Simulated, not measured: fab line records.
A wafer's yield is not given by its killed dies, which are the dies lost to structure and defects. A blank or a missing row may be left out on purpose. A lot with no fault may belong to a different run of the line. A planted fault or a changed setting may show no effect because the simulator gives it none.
What tool caused it? ; flow nandHarc ; Sampling: 12 lots, 36 wafers, 4 of 1159 route steps

WHAT THE GAUGES READ, wafer by wafer
The record holds no reading of a measuring or inspecting step that can be judged against a usual standard deviation.

EACH LOT AND THE TOOL THAT RAN IT (in order: tool; ch and the chambers of the sampled wafers; start)
lot;NHARC_P_ZERO_WELL_DESCUM_13;NHARC_P_ZERO_WELL_STRIP_56;NHARC_P_GATE_ETCHBACK_37;NHARC_P_GATE_STRIP_112
L766;rieDiel-10 ch 0,1,3, day 1 13:17;wetBench-06 ch 1,5,7, day 1 18:30;rieDiel-02 ch 1,3, day 5 17:06 or earlier;plasmaAsher-01 ch 0,1, day 5 17:06
L769;rieDiel-06 ch 1,2, day 2 07:23;wetBench-02 ch 0,1,3, day 2 12:28;rieDiel-02 ch 2,3, day 5 23:47 or earlier;plasmaAsher-01 ch 0,1, day 5 23:47
L772;rieDiel-05 ch 0,1,3, day 3 01:25;wetBench-02 ch 4,5,7, day 3 06:39;rieDiel-12 ch 0,1,2, day 6 21:37 or earlier;plasmaAsher-02 ch 0,1, day 6 21:37
L773;rieDiel-05 ch 1,2,3, day 3 07:25;wetBench-02 ch 2,4,5, day 3 12:26;rieDiel-02 ch 1,2,3, day 7 01:26 or earlier;plasmaAsher-02 ch 0,1, day 7 01:26
L778;rieDiel-05 ch 1,3, day 4 13:17;wetBench-06 ch 2,6,7, day 4 18:23;rieDiel-01 ch 0,3, day 8 19:35 or earlier;plasmaAsher-01 ch 0,1, day 8 19:35
L781;rieDiel-10 ch 0,2, day 5 07:25;wetBench-09 ch 3,4,6, day 5 12:19;rieDiel-12 ch 0,1, day 9 04:08 or earlier;plasmaAsher-01 ch 0,1, day 9 04:08
L782;rieDiel-10 ch 0,1,3, day 5 13:24;wetBench-02 ch 1,4,7, day 5 18:14;rieDiel-01 ch 1,3, day 9 10:48 or earlier;plasmaAsher-01 ch 0,1, day 9 10:48
L783;rieDiel-10 ch 0,3, day 5 19:24;wetBench-02 ch 2,5,6, day 6 00:28;rieDiel-02 ch 1,2, day 9 20:55 or earlier;plasmaAsher-01 ch 0,1, day 9 20:55
L785;rieDiel-06 ch 0,1,2, day 6 07:26;wetBench-02 ch 0,2,3, day 6 12:30;rieDiel-02 ch 0,2,3, day 9 21:19 or earlier;plasmaAsher-02 ch 0,1, day 9 21:19
L786;rieDiel-06 ch 0,1,2, day 6 13:34;wetBench-02 ch 0,4,6, day 6 18:36;rieDiel-01 ch 1,2,3, day 10 07:47 or earlier;plasmaAsher-02 ch 0,1, day 10 07:47
L788;rieDiel-05 ch 1,2,3, day 7 01:25;wetBench-09 ch 1,5,6, day 7 06:38;rieDiel-12 ch 0,1,2, day 10 15:07 or earlier;plasmaAsher-02 ch 0,1, day 10 15:07
L789;rieDiel-10 ch 0,2,3, day 7 07:25;wetBench-06 ch 2,3,4, day 7 12:37;rieDiel-02 ch 0,3, day 10 20:55 or earlier;plasmaAsher-02 ch 1, day 10 20:55
- NHARC_P_ZERO_WELL_DESCUM_13: chemistry O2, time 3 s.
- NHARC_P_ZERO_WELL_STRIP_56: strips in SPM, time 840 s.
- NHARC_P_GATE_ETCHBACK_37: etches the open film in CHF3/O2, target depth 34.5 nm, time 17.2 s.
- NHARC_P_GATE_STRIP_112: strips in N2/H2, time 200 s.

AS READ BY THE TOOLS THEMSELVES (means over the sampled wafers that have a number; for cases with no such wafer, the mark the record gives instead)
NHARC_P_ZERO_WELL_DESCUM_13.
lot;tool;drypumpMotorCurrentA (A);oesProductAu (a.u.);rfVppV (V);showerheadPlenumPTorr (Torr);throttleValvePct (%)
L766;rieDiel-10;5.9;1.000;58.6;1.90;11.310
L769;rieDiel-06;5.4;1.003;57.9;1.88;11.311
L772;rieDiel-05;6.0;1.017;58.0;1.94;11.309
L773;rieDiel-05;5.8;1.002;57.1;2.00;11.314
L778;rieDiel-05;6.2;0.995;57.8;2.00;11.315
L781;rieDiel-10;5.3;0.992;57.0;1.90;11.312
L782;rieDiel-10;5.9;0.992;58.1;1.90;11.299
L783;rieDiel-10;6.0;0.997;57.5;1.88;11.307
L785;rieDiel-06;5.7;1.005;57.6;1.93;11.308
L786;rieDiel-06;5.6;1.006;57.6;1.93;11.317
L788;rieDiel-05;5.8;1.002;58.2;2.00;11.296
L789;rieDiel-10;5.8;0.998;58.4;1.88;11.312

NHARC_P_ZERO_WELL_STRIP_56.
lot;tool;bathGuardTempC (C);bathHeatDutyPct (%)
L766;wetBench-06;130.3;15.9
L769;wetBench-02;129.8;14.8
L772;wetBench-02;-;-
L773;wetBench-02;-;-
L778;wetBench-06;130.1;15.8
L781;wetBench-09;130.4;16.0
L782;wetBench-02;129.5;15.0
L783;wetBench-02;129.6;14.8
L785;wetBench-02;130.0;13.8
L786;wetBench-02;129.5;15.0
L788;wetBench-09;130.2;15.3
L789;wetBench-06;130.0;15.4

NHARC_P_GATE_ETCHBACK_37.
lot;tool;chf3FlowSccm (sccm);drypumpMotorCurrentA (A);oesProductAu (a.u.);rfVppV (V);showerheadPlenumPTorr (Torr);throttleValvePct (%)
L766;rieDiel-02;49.88;6.10;0.992;371.1;2.40;20.576
L769;rieDiel-02;50.00;5.99;0.925;369.2;2.33;20.572
L772;rieDiel-12;50.08;5.84;0.929;370.2;2.37;20.584
L773;rieDiel-02;49.94;6.11;0.922;371.1;2.40;20.577
L778;rieDiel-01;50.13;5.67;0.925;369.6;2.38;20.569
L781;rieDiel-12;49.88;6.02;0.927;370.5;2.37;20.575
L782;rieDiel-01;50.08;5.76;0.927;374.0;2.56;20.567
L783;rieDiel-02;49.99;6.17;0.927;372.1;2.47;20.573
L785;rieDiel-02;49.98;6.02;0.924;370.5;2.35;20.575
L786;rieDiel-01;49.98;5.78;0.929;371.7;2.46;20.568
L788;rieDiel-12;50.11;5.82;0.924;370.1;2.36;20.566
L789;rieDiel-02;49.90;6.00;0.919;369.8;2.36;20.571

NHARC_P_GATE_STRIP_112.
lot;tool;drypumpMotorCurrentA (A);heaterPowerW (W)
L766;plasmaAsher-01;5.5;97
L769;plasmaAsher-01;5.5;95
L772;plasmaAsher-02;6.2;86
L773;plasmaAsher-02;6.2;85
L778;plasmaAsher-01;5.4;96
L781;plasmaAsher-01;5.2;105
L782;plasmaAsher-01;5.4;97
L783;plasmaAsher-01;5.2;104
L785;plasmaAsher-02;6.2;87
L786;plasmaAsher-02;6.1;86
L788;plasmaAsher-02;6.1;86
L789;plasmaAsher-02;6.2;91

THE ANSWER, worked out from the rows above alone
Rule: what is usual is taken from the lots themselves. Put in order of their means at a reading, lots are off if they are a third of the lots or fewer, leave a main group of 4 or more, and stand apart from it by a gap of 3 or more times the standard deviation of the main group's means; of several such gaps the widest counts. If all means in a main group match to the digits the tables above print for the reading, that group is not used. A lot without any number at a reading at which 4 lots or more have one is off too. Any other lot the step has rows for is counted as sound. Order of review: gauges by route order, followed by the tools' own readings, for which a lot's mean as printed above is used. At the first step where some lot is off, the reading lying furthest off is the one used; lots without a number count as furthest.
Off at NHARC_P_ZERO_WELL_STRIP_56 (bathGuardTempC): L772, L773. Without a number there: L772, L773. Mean 129.9 C and standard deviation 0.31 in the main group.
If a tool, at that step or one of the process steps before it, ran each lot that is off and ran no sound lot following the first of them, it fits. Not one of the candidates tried fits.

WHAT WAS PUT IN BY THE SIMULATOR
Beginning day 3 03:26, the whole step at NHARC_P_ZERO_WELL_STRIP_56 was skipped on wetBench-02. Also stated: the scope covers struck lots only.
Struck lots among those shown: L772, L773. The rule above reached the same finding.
